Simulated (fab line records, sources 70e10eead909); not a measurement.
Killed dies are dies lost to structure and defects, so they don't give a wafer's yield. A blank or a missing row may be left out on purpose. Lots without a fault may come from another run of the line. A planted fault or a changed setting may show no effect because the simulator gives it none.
fab line records | flow nand_harc
record lots=12 wafers=36 last_day=32
route steps=1302 shown THIN_TSV@1268 END@1302
lots that met no fault: from a run of the same line without faults
start_h: hours from the record's first day to the start of the lot's first wafer shown | wait_h: hours since the lot's step before | " the same as in the row above | L1.1+2: a row that stands for several wafers | - no value, or no start given | * or withheld: withheld | < > ~ a bound
route shown NAME@n: a module of which the file shows steps, and the number in the route of the first | usual: mean/standard deviation of fault-free wafers | same: alike in all rows | chamber/n: place in a boat | sites: the reading at each site | _std_site: their standard deviation | _edge_site: outer sites' mean less inner sites' | radius_mm: how far each site lies from the wafer's centre | mask NAME#n: copy n | behind: the tool/chamber that last shaped the wafer | hold: why the lot was held/for how many hours/how that ended | device: the transistor (n, p or np) that didn't switch | end of line: the same wafers' tests at the end of the route | a step without rows: its recipe alone | killed: dies lost to structure and defects at the first sort, not the wafer's yield | map: a wafer's dies, x killed, . not, _ none there
set.NAME: the setting as run; set.NAME@STEP: as run at that earlier step | model.NAME: the simulator's own value behind a step, which no gauge read
steps of the route over a sample of lots; a table a step, a row a wafer
services: from which hour (start_h, from the record's first day; less than 0 if before it) a tool's chamber was out of use, for how many hours, and why
## steps
# step NHARC_THIN_TSV_ETCHBACK_48
# recipe target_depth_a=10285 over_etch_frac=0.3 time_s=405.17 ion_energy_ev=250 c4f8_flow_sccm=withheld ar_flow_sccm=withheld rf_w=600 bias_w=300 chemistry=C4F8/Ar
# usual oes_product_au=0.940/0.028 rf_vpp_V=548/3.2
# columns lot.wafer tool chamber start_h wait_h oes_product_au rf_hours_counter_h rf_vpp_V
L479.1 rie_diel-10 0 554.85 - 0.926 6 546
L479.6 " 2 " " 0.938 - 546
L479.5 " 3 " " 0.922 - 550
L481.2 rie_diel-07 3 556.11 - 0.935 3 546
L481.1 " 0 " " 0.926 4 547
L481.4 " 2 " " 0.928 4 553
L482.4 rie_diel-08 0 569.18 - 0.997 0 542
L482.3 " 1 " " 0.965 1 555
L482.5 " 0 " " 1.000 - 542
L480.2 rie_diel-10 2 570.34 - 0.935 7 547
L480.4 " 3 " " 0.914 7 549
L480.5 " 2 " " 0.924 - 547
L486.3 rie_diel-07 0 628.69 - 0.915 8 545
L486.6 " 3 " " 0.940 - 543
L486.5 " 0 " " 0.926 - 547
L487.2 rie_diel-07 2 640.21 - 0.917 11 553
L487.4 " 3 " " 0.929 10 546
L487.5 " 3 " " 0.924 - 545
L489.3 rie_diel-08 0 662.87 0.3 0.964 8 541
L489.5 " 0 " " 0.984 - 542
L489.6 " 1 " " 0.913 - 553
L490.4 rie_diel-07 1 667.25 - 0.955 0 546
L490.3 " 0 " " 0.964 1 548
L490.5 " 1 " " 0.963 - 546
L492.3 rie_diel-08 3 668.53 - 0.933 9 550
L492.6 " 0 " " 0.942 - 542
L492.5 " 1 " " 0.916 - 553
L493.3 rie_diel-07 2 688.50 - 0.987 2 551
L493.1 " 3 " " 0.989 2 545
L493.6 " 2 " " 0.986 - 550
L501.3 rie_diel-07 2 760.61 - 0.921 4 550
L501.4 " 0 " " 0.915 5 546
L501.2 " 1 " " 0.923 4 547
L500.4 rie_diel-08 2 761.84 - 1.008 2 548
L500.2 " 3 " " 1.004 1 551
L500.5 " 1 " " 0.994 - 552
# step NHARC_THIN_TSV_CD_MEAS_33
# recipe target_cd_nm=5000 landing_energy_ev=500
# usual cd_nm=4999.5/2.1
# same landing_energy_ev=500
# columns lot.wafer tool chamber start_h wait_h cd_nm
L479.1 cd_sem-03 0 558.46 - 5002.2
L479.5 " 0 " " 5001.1
L479.6 " 0 " " 5001.9
L481.1 cd_sem-03 0 559.79 - 5000.0
L481.2 " 0 " " 5000.4
L481.4 " 0 " " 5001.4
L482.3 cd_sem-03 0 572.84 - 4995.4
L482.4 " 0 " " 4999.4
L482.5 " 0 " " 4997.6
L480.2 cd_sem-03 0 574.53 - 4995.6
L480.4 " 0 " " 4999.7
L480.5 " 0 " " 4997.6
L486.3 cd_sem-03 0 632.32 - 5000.4
L486.5 " 0 " " 4996.9
L486.6 " 0 " " 4994.4
L487.2 cd_sem-01 0 643.88 - 4996.1
L487.4 " 0 " " 4998.6
L487.5 " 0 " " 4998.7
L489.3 cd_sem-03 0 666.40 - 4997.9
L489.5 " 0 " " 5001.9
L489.6 " 0 " " 5001.0
L490.3 cd_sem-02 0 670.91 - 4998.5
L490.4 " 0 " " 4996.4
L490.5 " 0 " " 5000.6
L492.3 cd_sem-02 0 672.05 - 5000.0
L492.5 " 0 " " 4999.7
L492.6 " 0 " " 5000.8
L493.1 cd_sem-01 0 692.03 - 5002.2
L493.3 " 0 " " 5000.7
L493.6 " 0 " " 5000.0
L501.2 cd_sem-03 0 764.19 - 5000.6
L501.3 " 0 " " 4999.8
L501.4 " 0 " " 5000.4
L500.2 cd_sem-01 0 765.45 - 4998.6
L500.4 " 0 " " 4997.9
L500.5 " 0 " " 4997.9
# step NHARC_THIN_TSV_DESCUM_35
# recipe time_s=3 o2_flow_sccm=200 ar_flow_sccm=0 bias_power_w=0 chemistry=O2
# usual drypump_motor_current_A=5.6/0.65 oes_product_au=0.997/0.011 rf_vpp_V=57.8/0.91 showerhead_plenum_p_Torr=1.93/0.062 throttle_valve_pct=11.312/0.0085
# columns lot.wafer tool chamber start_h wait_h drypump_motor_current_A oes_product_au rf_hours_counter_h rf_vpp_V showerhead_plenum_p_Torr throttle_valve_pct
L479.1 rie_diel-10 1 558.64 - 6.4 0.992 6.0 59.6 1.95 11.315
L479.6 " 0 " " 5.5 1.000 - 57.5 1.90 11.305
L479.5 " 1 " " 6.4 0.984 - 58.5 1.95 11.306
L481.1 rie_diel-07 3 559.96 - 6.5 1.013 2.8 56.9 1.88 11.315
L481.2 " 2 " " 6.0 1.003 4.2 58.4 2.04 11.309
L481.4 " 2 " " 6.0 0.992 - 59.2 2.04 11.321
L482.3 rie_diel-10 0 573.00 - 5.5 0.999 7.0 58.1 1.90 11.312
L482.4 " 2 " " 5.6 1.001 7.0 57.1 1.91 11.302
L482.5 " 3 " " 4.7 0.998 - 59.0 1.98 11.304
L480.4 rie_diel-07 0 574.69 - 6.7 0.987 5.7 57.6 1.89 11.317
L480.2 " 3 " " 6.5 1.007 5.2 56.8 1.88 11.309
L480.5 " 0 " " 6.7 1.004 - 56.8 1.89 11.318
L486.3 rie_diel-10 2 632.50 - 5.5 0.984 1.0 59.0 1.91 11.322
L486.5 " 0 " " 5.5 0.979 - 57.5 1.90 11.335
L486.6 " 1 " " 6.4 0.993 - 59.3 1.95 11.309
L487.2 rie_diel-10 3 644.05 - 4.8 0.991 1.4 57.7 1.98 11.302
L487.4 " 1 " " 6.4 0.989 1.7 58.3 1.95 11.296
L487.5 " 3 " " 4.7 0.994 - 56.5 1.98 11.322
L489.3 rie_diel-08 3 666.58 - 5.7 0.996 9.1 59.7 1.98 11.312
L489.5 " 1 " " 4.9 0.992 - 58.4 2.05 11.314
L489.6 " 2 " " 5.0 0.983 - 59.2 1.94 11.326
L490.4 rie_diel-10 3 671.07 - 4.7 1.008 2.9 58.1 1.98 11.317
L490.3 " 2 " " 5.5 0.998 2.9 57.2 1.90 11.322
L490.5 " 3 " " 4.7 1.001 - 58.5 1.98 11.322
L492.3 rie_diel-07 3 672.25 - 6.5 1.007 1.7 57.5 1.87 11.325
L492.6 " 0 " " 6.6 1.002 - 57.5 1.89 11.312
L492.5 " 1 " " 5.1 0.994 - 56.8 1.88 11.337
L493.3 rie_diel-10 3 692.19 - 4.8 1.003 3.4 57.4 1.98 11.305
L493.1 " 2 " " 5.6 0.980 3.7 56.8 1.90 11.318
L493.6 " 3 " " 4.7 1.002 - 57.7 1.98 11.309
L501.2 rie_diel-08 1 764.35 - 4.9 1.007 1.3 58.7 2.05 11.330
L501.4 " 2 " " 5.0 1.007 1.7 58.5 1.94 11.305
L501.3 " 0 " " 4.9 1.017 1.2 57.7 1.79 11.309
L500.2 rie_diel-07 2 765.63 - 6.0 0.989 4.4 58.2 2.04 11.309
L500.4 " 3 " " 6.5 1.019 4.2 57.2 1.87 11.316
L500.5 " 0 " " 6.7 0.999 - 57.7 1.89 11.309
# step NHARC_THIN_TSV_STRIP_57
# recipe time_s=1200 temp_c=72.5 chemistry=post_etch_residue_remover
# columns lot.wafer tool chamber start_h wait_h
L479.6+5+1 wet_bench-08 0,3,4 559.51 0.1
L481.2+1+4 wet_bench-10 1,5,6 560.82 0.3
L482.3+5+4 wet_bench-08 6,7,0 573.82 0.2
L480.4+2+5 wet_bench-10 2,4,6 575.79 0.2
L486.6+5+3 wet_bench-10 0,1,3 633.35 0.1
L487.2+4+5 wet_bench-10 2,3,6 644.88 0.3
L489.5+3+6 wet_bench-08 6,1,2 667.39 0.1
L490.5+3+4 wet_bench-10 3,5,6 671.90 0.1
L492.5+6+3 wet_bench-10 6,0,1 673.05 0.1
L493.3+1+6 wet_bench-08 4,7,1 693.03 0.2
L501.3+4+2 wet_bench-10 4,6,0 765.18 0.2
L500.4+5+2 wet_bench-10 1,2,5 766.44 0.2
# step NHARC_THIN_TSV_INSPECT_40
# usual raw_defect_count=551/97
# columns lot.wafer tool chamber start_h wait_h raw_defect_count
L481.1 defect_inspect-02 - 568.19 0.4 471
L481.2 " - " " 567
L481.4 " - " " 693
L479.1 defect_inspect-01 - 568.19 0.4 462
L479.5 " - " " 561
L479.6 " - " " 449
L480.2 defect_inspect-01 - 578.81 0.4 612
L480.4 " - " " 535
L480.5 " - " " 594
L482.3 defect_inspect-02 - 578.81 0.4 615
L482.4 " - " " 508
L482.5 " - " " 659
L486.3 defect_inspect-02 - 640.99 0.4 589
L486.5 " - " " 499
L486.6 " - " " 569
L487.2 defect_inspect-01 - 649.85 0.4 472
L487.4 " - " " 394
L487.5 " - " " 477
L489.3 defect_inspect-01 - 671.54 0.4 509
L489.5 " - " " 522
L489.6 " - " " 613
L490.3 defect_inspect-01 - 676.93 0.4 518
L490.4 " - " " 507
L490.5 " - " " 462
L492.3 defect_inspect-02 - 676.93 0.4 795
L492.5 " - " " 796
L492.6 " - " " 667
L493.1 defect_inspect-02 - 698.03 0.4 508
L493.3 " - " " 379
L493.6 " - " " 370
L501.2 defect_inspect-02 - 770.12 0.4 1045
L501.3 " - " " 1204
L501.4 " - " " 1044
L500.2 defect_inspect-01 - 770.12 0.4 1055
L500.4 " - " " 1088
L500.5 " - " " 952
# step NHARC_END_SORT_01
# recipe temp_c=25
# usual defect_limited_yield=91.1/2.9 killed_at_array=55/19 killed_at_other=0.8/1.1 killed_at_periphery=4.0/2.6 killed_dies=60/20 killed_open=3.4/1.7 killed_short=2.6/1.5
# same gross_dies=677
# columns lot.wafer tool chamber start_h wait_h defect_limited_yield[%] killed_at_array killed_at_other killed_at_periphery killed_dies killed_open killed_short
L489.3 prober-02 0 676.23 3.1 90.8 56 1 5 62 5 5
L489.5 prober-02 0 677.87 3.8 91.6 51 0 6 57 2 6
L489.6 prober-02 0 678.70 4.1 90.8 59 0 3 62 5 2
L490.4 prober-02 0 684.86 3.4 92.2 46 5 2 53 2 4
L501.2 prober-02 0 773.95 2.8 81.4 40 83 3 126 1 1
L501.3 prober-02 0 774.74 3.1 78.6 65 80 0 145 6 4
L501.4 prober-02 0 775.53 3.4 85.2 62 35 3 100 2 3
L500.2 prober-01 0 774.01 2.8 84.3 51 52 3 106 2 2
L500.4 prober-01 0 775.61 3.4 88.6 35 35 7 77 2 2
L500.5 prober-01 0 776.41 3.7 83.6 56 48 7 111 3 5
# killed by level:class
L489.3 A_CHANNEL_HOLE_D1:chamber_film_flake=28 A_STAIRCASE:chamber_film_flake=13 A_CHANNEL_HOLE_D2:chamber_film_flake=3 A_ONON_D2:geometric_particle:short=2 A_SGD_CUT:chamber_film_flake=2 P_STI:geometric_particle:open=1 P_CONTACT:geometric_particle:open=1 P_M0:geometric_particle:open=1
L489.5 A_CHANNEL_HOLE_D1:chamber_film_flake=29 A_STAIRCASE:chamber_film_flake=10 A_CHANNEL_FILL_D2:geometric_particle:short=2 P_GATE:chamber_film_flake=2 P_M2:chamber_film_flake=2 A_CHANNEL_HOLE_D2:chamber_film_flake=2 A_WL_FILL:chamber_film_flake=2 P_M1:geometric_particle:short=1
L489.6 A_CHANNEL_HOLE_D1:chamber_film_flake=32 A_STAIRCASE:chamber_film_flake=11 A_CHANNEL_HOLE_D2:chamber_film_flake=5 A_SLIT:chamber_film_flake=2 P_M0:geometric_particle:open=1 A_DECK1_JOINT:geometric_particle:short=1 A_ONON_D2:geometric_particle:open=1 A_ONON_D2:geometric_particle:short=1
L490.4 A_CHANNEL_HOLE_D2:chamber_film_flake=18 A_STAIRCASE:chamber_film_flake=6 A_M1:chamber_film_flake=5 THIN_TSV:chamber_film_flake=5 A_CHANNEL_HOLE_D1:chamber_film_flake=4 A_SLIT:chamber_film_flake=3 A_CONTACT:chamber_film_flake=3 A_CONTACT:geometric_particle:short=2
L501.2 THIN_TSV:unspecified=83 A_CONTACT:chamber_film_flake=18 A_CHANNEL_HOLE_D2:chamber_film_flake=7 A_SLIT:chamber_film_flake=6 P_STI:chamber_film_flake=3 A_WL_FILL:chamber_film_flake=3 A_STAIRCASE:chamber_film_flake=2 A_DECK1_JOINT:geometric_particle:short=1
L500.2 THIN_TSV:unspecified=50 A_SLIT:chamber_film_flake=35 A_CONTACT:chamber_film_flake=6 A_ZERO_WELL:chamber_film_flake=3 A_CHANNEL_HOLE_D1:unspecified=3 P_STI:chamber_film_flake=2 THIN_TSV:chamber_film_flake=2 P_M0:geometric_particle:short=1
L501.3 THIN_TSV:unspecified=80 A_CHANNEL_HOLE_D2:chamber_film_flake=15 A_CONTACT:chamber_film_flake=13 A_CHANNEL_HOLE_D1:chamber_film_flake=12 A_SLIT:chamber_film_flake=7 A_STAIRCASE:chamber_film_flake=5 A_CHANNEL_FILL_D2:geometric_particle:open=4 A_WL_FILL:chamber_film_flake=2
L501.4 THIN_TSV:unspecified=35 A_CHANNEL_HOLE_D2:chamber_film_flake=23 A_CHANNEL_HOLE_D1:chamber_film_flake=10 A_SLIT:chamber_film_flake=9 A_STAIRCASE:chamber_film_flake=8 A_CONTACT:chamber_film_flake=8 P_STI:chamber_film_flake=2 P_CONTACT:geometric_particle:short=1
L500.4 THIN_TSV:unspecified=34 A_SLIT:chamber_film_flake=21 A_CONTACT:chamber_film_flake=9 P_GATE:chamber_film_flake=3 P_STI:chamber_film_flake=2 A_ZERO_WELL:chamber_film_flake=2 P_CONTACT:geometric_particle:open=1 P_M1:geometric_particle:short=1
L500.5 THIN_TSV:unspecified=46 A_SLIT:chamber_film_flake=33 P_GATE:chamber_film_flake=5 A_CONTACT:chamber_film_flake=5 A_ZERO_WELL:chamber_film_flake=4 A_CHANNEL_HOLE_D1:chamber_film_flake=3 A_CHANNEL_FILL_D1:geometric_particle:short=2 P_STI:chamber_film_flake=2
## services
# columns tool chamber start_h hours kind
rie_diel-08 - 544.80 9.0 pm
rie_diel-07 0 554.21 - clean
rie_diel-07 1 554.21 - clean
rie_diel-07 2 554.21 - clean
rie_diel-07 3 554.21 - clean
rie_diel-07 1 556.48 6.9 repair
rie_diel-07 0 578.71 - clean
rie_diel-07 1 578.71 - clean
rie_diel-07 2 578.71 - clean
rie_diel-07 3 578.71 - clean
rie_diel-10 - 596.50 9.0 pm
rie_diel-07 0 603.26 - clean
rie_diel-08 - 627.54 1.7 repair
rie_diel-08 1 630.71 1.6 repair
wet_bench-08 - 646.40 8.0 pm
rie_diel-07 - 648.22 9.0 pm
wet_bench-10 - 663.20 8.0 pm
rie_diel-08 2 667.53 13.4 repair
rie_diel-10 - 694.41 0.3 repair
rie_diel-10 3 717.42 5.0 repair
rie_diel-08 - 721.80 9.0 pm
wet_bench-08 - 731.04 1.8 repair
rie_diel-07 3 735.58 6.3 repair
wet_bench-08 - 748.76 3.0 repair
## key
first_sign step=NHARC_THIN_TSV_INSPECT_40 reading=raw_defect_count direction=up sigmas=5.3 usual=551 struck=1065
effect step=NHARC_END_SORT_01 reading=killed_at_other direction=up sigmas=49 usual=0.8 struck=55.5
more_kills_born_at NHARC_THIN_TSV_STRIP_57@wet_bench-10=328
met_at NHARC_THIN_TSV_STRIP_57
struck_lots L500,L501
not_acting_at NHARC_THIN_TSV_ETCHBACK_48,NHARC_THIN_TSV_CD_MEAS_33,NHARC_THIN_TSV_DESCUM_35
onset_between 673.05 765.18
also_fits time
fault kind=chamber_particle_source tool=wet_bench-10 chamber=- onset_h=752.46 steps=NHARC_THIN_TSV_STRIP_57 rate_per_visit_cm2=0.83337 end_h=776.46
